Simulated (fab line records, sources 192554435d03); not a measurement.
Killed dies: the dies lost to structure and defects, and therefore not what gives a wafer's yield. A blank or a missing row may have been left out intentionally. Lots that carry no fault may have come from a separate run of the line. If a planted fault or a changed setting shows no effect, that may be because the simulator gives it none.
Chamber matching || flow n5Finfet || rieDiel-02 running N5_BEOL_M8_ETCH_65: 4 sister chambers
The step etches SiARC in CF4, target depth 15.6 nm, time 26 s. 18 wafers are shown with their chamber, then 9 later ones without.

## EACH WAFER AND ITS CHAMBER
{"wafer": "L074.1", "chamber": 0, "showerheadPlenumPTorr (Torr)": 2.13, "drypumpMotorCurrentA (A)": 5.6, "throttleValvePct (%)": 15.95}
{"wafer": "L074.5", "chamber": 3, "showerheadPlenumPTorr (Torr)": 2.14, "drypumpMotorCurrentA (A)": 4.9, "throttleValvePct (%)": 15.68}
{"wafer": "L074.6", "chamber": 2, "showerheadPlenumPTorr (Torr)": 2.04, "drypumpMotorCurrentA (A)": 5.1, "throttleValvePct (%)": 15.95}
{"wafer": "L079.4", "chamber": 0, "showerheadPlenumPTorr (Torr)": 2.13, "drypumpMotorCurrentA (A)": 5.6, "throttleValvePct (%)": 15.95}
{"wafer": "L079.5", "chamber": 1, "showerheadPlenumPTorr (Torr)": 2.09, "drypumpMotorCurrentA (A)": 5.4, "throttleValvePct (%)": 15.39}
{"wafer": "L079.6", "chamber": 2, "showerheadPlenumPTorr (Torr)": 2.04, "drypumpMotorCurrentA (A)": 5.0, "throttleValvePct (%)": 15.96}
{"wafer": "L080.1", "chamber": 2, "showerheadPlenumPTorr (Torr)": 2.04, "drypumpMotorCurrentA (A)": 5.0, "throttleValvePct (%)": 15.96}
{"wafer": "L080.3", "chamber": 3, "showerheadPlenumPTorr (Torr)": 2.14, "drypumpMotorCurrentA (A)": 4.9, "throttleValvePct (%)": 15.68}
{"wafer": "L080.4", "chamber": 1, "showerheadPlenumPTorr (Torr)": 2.09, "drypumpMotorCurrentA (A)": 5.4, "throttleValvePct (%)": 15.40}
{"wafer": "L083.1", "chamber": 1, "showerheadPlenumPTorr (Torr)": 2.09, "drypumpMotorCurrentA (A)": 5.4, "throttleValvePct (%)": 15.39}
{"wafer": "L083.2", "chamber": 0, "showerheadPlenumPTorr (Torr)": 2.13, "drypumpMotorCurrentA (A)": 5.6, "throttleValvePct (%)": 15.96}
{"wafer": "L083.6", "chamber": 0, "showerheadPlenumPTorr (Torr)": 2.13, "drypumpMotorCurrentA (A)": 5.6, "throttleValvePct (%)": 15.96}
{"wafer": "L084.1", "chamber": 3, "showerheadPlenumPTorr (Torr)": 2.14, "drypumpMotorCurrentA (A)": 4.9, "throttleValvePct (%)": 15.70}
{"wafer": "L084.2", "chamber": 1, "showerheadPlenumPTorr (Torr)": 2.09, "drypumpMotorCurrentA (A)": 5.4, "throttleValvePct (%)": 15.40}
{"wafer": "L084.4", "chamber": 0, "showerheadPlenumPTorr (Torr)": 2.13, "drypumpMotorCurrentA (A)": 5.6, "throttleValvePct (%)": 15.98}
{"wafer": "L087.3", "chamber": 1, "showerheadPlenumPTorr (Torr)": 2.09, "drypumpMotorCurrentA (A)": 5.4, "throttleValvePct (%)": 15.42}
{"wafer": "L087.5", "chamber": 2, "showerheadPlenumPTorr (Torr)": 2.04, "drypumpMotorCurrentA (A)": 5.0, "throttleValvePct (%)": 16.00}
{"wafer": "L087.6", "chamber": 3, "showerheadPlenumPTorr (Torr)": 2.13, "drypumpMotorCurrentA (A)": 4.9, "throttleValvePct (%)": 15.72}

SIGNATURES (means of the wafers above)
{"reading": "showerheadPlenumPTorr", "chamber 0": 2.1300, "chamber 1": 2.0900, "chamber 2": 2.0400, "chamber 3": 2.1375, "scatter within a chamber": 0.00231}
{"reading": "drypumpMotorCurrentA", "chamber 0": 5.600, "chamber 1": 5.400, "chamber 2": 5.025, "chamber 3": 4.900, "scatter within a chamber": 0.0231}
{"reading": "throttleValvePct", "chamber 0": 15.9600, "chamber 1": 15.4000, "chamber 2": 15.9675, "chamber 3": 15.6950, "scatter within a chamber": 0.0164}
Rule: distance of a wafer from a chamber = root of the sum over the readings of ((wafer's reading minus chamber's mean) / reading's scatter) squared. The wafer belongs to the nearest chamber; if the next one is less than 2 further off, it can't be placed. The scatter: take each reading less its chamber's mean, square it, sum over the shown wafers, divide by the number of wafers less the number of chambers, and take the root.

## WAFERS WHOSE CHAMBER IS MISSING
{"wafer": "L094.1", "showerheadPlenumPTorr (Torr)": 2.12, "drypumpMotorCurrentA (A)": 5.6, "throttleValvePct (%)": 16.02}
{"wafer": "L094.2", "showerheadPlenumPTorr (Torr)": 2.13, "drypumpMotorCurrentA (A)": 4.9, "throttleValvePct (%)": 15.76}
{"wafer": "L094.3", "showerheadPlenumPTorr (Torr)": 2.08, "drypumpMotorCurrentA (A)": 5.3, "throttleValvePct (%)": 15.44}
{"wafer": "L095.2", "showerheadPlenumPTorr (Torr)": 2.13, "drypumpMotorCurrentA (A)": 4.9, "throttleValvePct (%)": 15.77}
{"wafer": "L095.3", "showerheadPlenumPTorr (Torr)": 2.08, "drypumpMotorCurrentA (A)": 5.3, "throttleValvePct (%)": 15.46}
{"wafer": "L095.6", "showerheadPlenumPTorr (Torr)": 2.13, "drypumpMotorCurrentA (A)": 4.9, "throttleValvePct (%)": 15.75}
{"wafer": "L096.1", "showerheadPlenumPTorr (Torr)": 2.13, "drypumpMotorCurrentA (A)": 4.9, "throttleValvePct (%)": 15.77}
{"wafer": "L096.3", "showerheadPlenumPTorr (Torr)": 2.03, "drypumpMotorCurrentA (A)": 5.0, "throttleValvePct (%)": 16.05}
{"wafer": "L096.5", "showerheadPlenumPTorr (Torr)": 2.12, "drypumpMotorCurrentA (A)": 5.6, "throttleValvePct (%)": 16.05}

## CHAMBER TAKEN BY EACH
{"wafer": "L094.1", "from the rows above": 0, "in truth": 0}
{"wafer": "L094.2", "from the rows above": 3, "in truth": 3}
{"wafer": "L094.3", "from the rows above": 1, "in truth": 1}
{"wafer": "L095.2", "from the rows above": 3, "in truth": 3}
{"wafer": "L095.3", "from the rows above": 1, "in truth": 1}
{"wafer": "L095.6", "from the rows above": 3, "in truth": 3}
{"wafer": "L096.1", "from the rows above": 3, "in truth": 3}
{"wafer": "L096.3", "from the rows above": 2, "in truth": 2}
{"wafer": "L096.5", "from the rows above": 0, "in truth": 0}
Correctly placed: 9 of 9. Left unplaced by these rows: 0. Wrongly placed: 0.
